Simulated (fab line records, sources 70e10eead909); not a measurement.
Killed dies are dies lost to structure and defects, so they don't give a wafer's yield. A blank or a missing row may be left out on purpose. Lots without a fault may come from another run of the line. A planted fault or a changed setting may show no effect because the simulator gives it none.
A struck lot beside a sound one | flow nand_harc | 15 steps out of a route of 1159
Sound: wafers L476.1, L476.3, L476.5. Struck: wafer L486.6. (L486.3 of the same lot was not struck and is left out.) The cause comes at the end.
At each step with rows: each side's tool, then ch and its chambers, then its first start. Under that, the readings that differ: sound wafers | struck wafers | difference of the means | sigmas: that difference in standard deviations of wafers without a fault.
alike: readings whose means differ by less than 2 such deviations, and words and numbers that are the same on both sides. not compared: withheld readings, readings that some wafer has no value for, bounds like >300 that may hide the same value, and numbers for which the record gives no deviation and whose values overlap.
The two part at a step that has a row with sigmas, a row that says differs or no value, or rows on one side only. Numbers that don't overlap but have no deviation are shown without sigmas and don't part them. A reading that every wafer of one side lacks parts them only if that side has two wafers or more.

first, 1 step without rows for these wafers: NHARC_P_M0_DEVELOP_08 (develop time 35 s).
NHARC_P_M0_CD_MEAS_09: target cd 90 nm.
  sound on cd_sem-02 ch 0, day 6 14:50; struck on cd_sem-01 ch 0, day 8 23:00
  alike: cd_nm
NHARC_P_M0_OVL_MEAS_10: pitch 180 nm.
  sound on overlay-01, day 6 14:55; struck on overlay-02, day 8 23:06
  alike: overlay_x_nm, overlay_y_nm
NHARC_P_M0_INSPECT_11:
  sound on defect_inspect-02, day 6 14:58; struck on defect_inspect-01, day 8 23:08
  alike: raw_defect_count
then, 1 step without rows for these wafers: NHARC_P_M0_DESCUM_14 (chemistry O2, time 3 s).
NHARC_P_M0_ETCH_34: etches the open film in N2/H2, target depth 40 nm, overetch 12 nm, time 43.94 s.
  sound on rie_diel-05 ch 0,3, day 6 15:07; struck on rie_diel-06 ch 3, day 8 23:19
  alike: drypump_motor_current_A, oes_product_au, rf_vpp_V, showerhead_plenum_p_Torr, throttle_valve_pct
  not compared: rf_hours_counter_h
then, 1 step without rows for these wafers: NHARC_P_M0_ETCH_15 (etches the open film in C4F8/Ar, target depth 150 nm, overetch 15 nm, time 82.5 s).
NHARC_P_M0_CD_MEAS_16:
  sound on cd_sem-01, day 6 15:20; struck on cd_sem-02, day 8 23:33
  alike: cd_nm
NHARC_P_M0_STRIP_18: strips in N2/H2.
  sound on rie_diel-07 ch 1,2,3, day 6 15:24; struck on rie_diel-05 ch 1, day 8 23:40
  alike: drypump_motor_current_A, oes_product_au, power_w, rf_vpp_V, showerhead_plenum_p_Torr, throttle_valve_pct
  not compared: rf_hours_counter_h
then, 1 step without rows for these wafers: NHARC_P_M0_STRIP_19 (strips in post etch residue remover, time 600 s).
NHARC_P_M0_DEGAS_28: time 60 s.
  sound on pvd_sputter-02, day 6 15:57; struck on pvd_sputter-02, day 9 00:11
  alike: heater_power_w
NHARC_P_M0_PRE_CLEAN_29: time 30 s.
  sound on pvd_sputter-02; struck on pvd_sputter-02
  alike: heater_power_w
NHARC_P_M0_PVD_20: deposits TaN, target thk 5 nm, time 8.06 s.
  sound on pvd_sputter-02, day 6 16:04; struck on pvd_sputter-02, day 9 00:17
  reading    | sound          | struck | difference | sigmas
  time_s (s) | 8.06 8.06 8.06 | 9.5988 | +1.5388    |
  alike: throttle_valve_pct
NHARC_P_M0_PVD_21: deposits Cu, target thk 30 nm, time 20.49 s.
  sound on pvd_sputter-02; struck on pvd_sputter-02
  alike: throttle_valve_pct
  not compared: time_s
NHARC_END_SORT_01:
  the record has rows for the sound wafers here (prober-01 ch 0, day 20 00:32) and none for the struck ones

WHERE THEY PART
Only at NHARC_END_SORT_01, within this record.

WHY: what the simulator had put in
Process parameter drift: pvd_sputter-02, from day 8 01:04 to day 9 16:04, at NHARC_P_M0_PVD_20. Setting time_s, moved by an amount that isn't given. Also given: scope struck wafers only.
